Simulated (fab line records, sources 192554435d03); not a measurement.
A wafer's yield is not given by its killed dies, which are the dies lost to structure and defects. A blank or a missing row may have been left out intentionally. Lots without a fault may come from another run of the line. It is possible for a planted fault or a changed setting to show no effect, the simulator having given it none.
A single fault, viewed from 2 desks	flow n5Finfet	what lay behind the numbers comes last; until then each desk has only its own

== AT THE METROLOGY DESK ==
Lot by lot, what the gauges showed, no matter which tool ran the lot: averages of those sampled wafers that carry a number. The brackets show how far a lot's mean lies from the usual mean; more than 4 standard deviations puts the lot out of limits, marked OUT.
Columns: A = M9_ILD_THK at N5_BEOL_M9_THK_MEAS_01, usual 268 nm
lot	first seen here	A
L286	day 10 10:46	270
L287	day 10 11:06	273
L291	day 11 04:12	274
L292	day 11 08:03	269
L293	day 11 21:21	268
L295	day 12 09:57	262
L298	day 12 17:33	262
L301	day 13 14:55	261
L302	day 13 17:59	265
L303	day 13 23:51	265
L304	day 14 18:51	265
Result from this desk: across the 11 lots, nothing is out of limits.

== THE TOOL OWNER'S DESK: lithoTrack-05 ==
The tool's own readings at N5_BEOL_M9_COAT_63 (time 60 s, resist thk 60 nm): means of the sampled wafers that have a number, for each lot that ran on this tool. The brackets show how far a lot's mean lies from the usual mean; more than 4 standard deviations puts the lot out of limits, marked OUT.
Columns: A = spinSpeedRpm at N5_BEOL_M9_COAT_63, usual 1500.0 rpm
lot	first seen here	A
L286	day 10 13:21	1500.3
L291	day 11 08:03	1500.7
L292	day 11 11:39	1500.4
L295	day 12 11:20	1500.0
L301	day 13 16:45	1499.9
L303	day 14 01:22	1363.7 (-99 or more) OUT
L304	day 14 21:12	1362.8 (-99 or more) OUT
Finding of this desk: L303, L304 out of limits; the first was L303 at day 14 01:22, on spinSpeedRpm at N5_BEOL_M9_COAT_63. In limits: L286, L291, L292, L295, L301.

== PUT TOGETHER ==
At day 14 01:22, on L303, L304, the tool owner's desk was in a position to raise an alarm.
At the metrology desk, nothing out of limits was observed.
The metrology desk has L303, L304 on record, within its limits.
Of the lots named, all ran N5_BEOL_M9_COAT_63 on lithoTrack-05.

== WHAT THE SIMULATOR HAD INSERTED ==
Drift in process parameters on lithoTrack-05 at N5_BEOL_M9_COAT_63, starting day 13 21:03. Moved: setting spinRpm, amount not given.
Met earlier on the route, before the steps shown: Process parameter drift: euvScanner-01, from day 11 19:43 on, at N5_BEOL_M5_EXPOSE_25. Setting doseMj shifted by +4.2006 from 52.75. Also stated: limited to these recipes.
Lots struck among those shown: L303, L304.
Time in hours from fault onset to the first out-of-limits reading at each desk: the tool owner's desk, 4.
